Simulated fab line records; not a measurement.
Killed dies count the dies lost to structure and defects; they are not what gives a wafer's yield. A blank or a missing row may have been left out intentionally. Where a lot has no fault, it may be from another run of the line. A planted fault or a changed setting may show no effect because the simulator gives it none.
Split-lot experiment | flow n5 finfet | 21 wafers read from 7 lots, route of 1938 steps

## SPLIT DETAILS
At N5_BEOL_M0_CUTY_ETCH_63 (etches SOC in N2/H2, target depth 82.7 nm, overetch 16.5 nm, time 124 s), the setting time s was moved away from the recipe's 124 s on 9 of the 21 wafers read, by -12.1% to +17.4%. All remaining wafers had this setting at the recipe value.

## FROM THE SPLIT TO THE READING: what the file shows between them, 2 steps
- N5_BEOL_M0_CUTY_STRIP_64: strips in N2/H2
- N5_BEOL_M0_ETCH_138: etches SiCN in CH3F/O2, target depth 12 nm, time 31.6 s

## THE READING
SiO2_of_BEOL_M0_SAQP_SPACER2_ALD_26.thk nm (the simulator's own value, which no gauge read), in nm, at N5_BEOL_M0_HM_OPEN_105 (chemistry Cl2/BCl3, target TiN, target depth 12 nm). The file does not state a usual value for it. Across the 12 wafers here that went through the recipe, the average is 2.7 nm and the standard deviation 0.15 nm.

wafer  | tool, chamber at the split | time s as run, s | against the recipe | SiO2_of_BEOL_M0_SAQP_SPACER2_ALD_26.thk nm, nm | against lot-mates on the recipe
L075.1 | rie diel-01, 1             | 124              | recipe             | 2.6                                            | -
L075.2 | rie diel-01, 2             | 140.6            | +13.4%             | 2.4                                            | -0.3
L075.4 | rie diel-01, 0             | 124              | recipe             | 2.8                                            | -
L078.2 | rie diel-05, 0,0,1         | 141.8            | +14.4%             | 2.2                                            | no lot-mate on the recipe
L078.5 | rie diel-05, 0,0,1         | 141.8            | +14.4%             | 2.2                                            | no lot-mate on the recipe
L078.6 | rie diel-05, 0,0,1         | 141.8            | +14.4%             | 2.2                                            | no lot-mate on the recipe
L079.1 | rie diel-06, 2             | 124              | recipe             | 2.6                                            | -
L079.3 | rie diel-06, 0,1           | 124              | recipe             | 2.6                                            | -
L079.4 | rie diel-06, 0,1           | 124              | recipe             | 2.6                                            | -
L080.2 | rie diel-01, 2,0           | 110.4            | -11.0%             | 3                                              | no lot-mate on the recipe
L080.5 | rie diel-01, 2,0           | 110.4            | -11.0%             | 3                                              | no lot-mate on the recipe
L080.3 | rie diel-01, 3             | 110.4            | -11.0%             | 3.2                                            | no lot-mate on the recipe
L082.3 | rie diel-01, 1             | 124              | recipe             | 2.8                                            | -
L082.4 | rie diel-01, 3             | 124              | recipe             | 2.8                                            | -
L082.5 | rie diel-01, 3             | 124              | recipe             | 3                                              | -
L088.1 | rie diel-06, 3             | 124              | recipe             | 2.8                                            | -
L088.6 | rie diel-06, 3             | 124              | recipe             | 2.8                                            | -
L088.5 | rie diel-06, 1             | 145.6            | +17.4%             | 2.2                                            | -0.6
L089.1 | rie diel-06, 0             | 109              | -12.1%             | 2.8                                            | +0.3
L089.4 | rie diel-06, 2             | 124              | recipe             | 2.4                                            | -
L089.6 | rie diel-06, 2             | 124              | recipe             | 2.6                                            | -
When a row names more than one chamber, that row covers several wafers, and the file does not tell which wafer ran in which chamber.

FIT RESULTS
A straight line over all 21 wafers: SiO2_of_BEOL_M0_SAQP_SPACER2_ALD_26.thk nm changes by -0.0293 nm for each +1% of time s; r = -0.88; the points scatter about the line by 0.15 nm.
The same after taking each lot's own level away (the mean of its wafers on the recipe; 15 wafers): -0.0286 nm for each +1%; r = -0.92; scatter 0.081 nm.
According to that fit, moving time s by its largest amount changes the reading by 0.5 nm.
Measured against the standard deviation above, the lots' own levels, which go from 2.50 to 2.87 nm, span 2.4 times it.
The two slopes are in agreement: the lot-to-lot level therefore moves the slope only a little.
Check: -0.407 nm against its lot-mates is what the line predicts for one of the wafers moved furthest among these (+17.4%) when that wafer is left out of the fit. It came out at -0.6 nm against them.

## OTHER SPLITS APPLIED TO THESE WAFERS
Note: prior to the reading, these wafers also went through further splits. Each is held against what the fit with the lots' levels taken away leaves over:
other split on the same wafers            | wafers away from the commonest value | r with SiO2_of_BEOL_M0_SAQP_SPACER2_ALD_26.thk nm (lot level and that fit taken away)
N5_MOL_CONTACT_COAG_EXPOSE_81 dose mj     | 8                                    | -0.08
N5_BEOL_M0_SAQP_SPACER1_ALD_98 ald cycles | 7                                    | +0.14

## THE WHOLE CHAIN: every reading that the file lists as answering this split, in the file's order
step                    | what it does                                                            | reading                                                                                     | change (the file's fit)                | r (the file's)
N5_BEOL_M0_CUTY_ETCH_63 | etches SOC in N2/H2, target depth 82.7 nm, overetch 16.5 nm, time 124 s | SiO2_of_BEOL_M0_SAQP_SPACER2_ALD_26.thk nm (the simulator's own value, which no gauge read) | -0.035 nm for each +1% of the setting  | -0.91
N5_BEOL_M0_ETCH_138     | etches SiCN in CH3F/O2, target depth 12 nm, time 31.6 s                 | SiO2_of_BEOL_M0_SAQP_SPACER2_ALD_26.thk nm (the simulator's own value, which no gauge read) | -0.0328 nm for each +1% of the setting | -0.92
N5_BEOL_M0_HM_OPEN_105  | chemistry Cl2/BCl3, target TiN, target depth 12 nm                      | SiO2_of_BEOL_M0_SAQP_SPACER2_ALD_26.thk nm (the simulator's own value, which no gauge read) | -0.0288 nm for each +1% of the setting | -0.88

## THE FILE'S OWN FIT
SiO2_of_BEOL_M0_SAQP_SPACER2_ALD_26.thk nm changes by -0.0288 nm for each +1% of time s, r = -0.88.
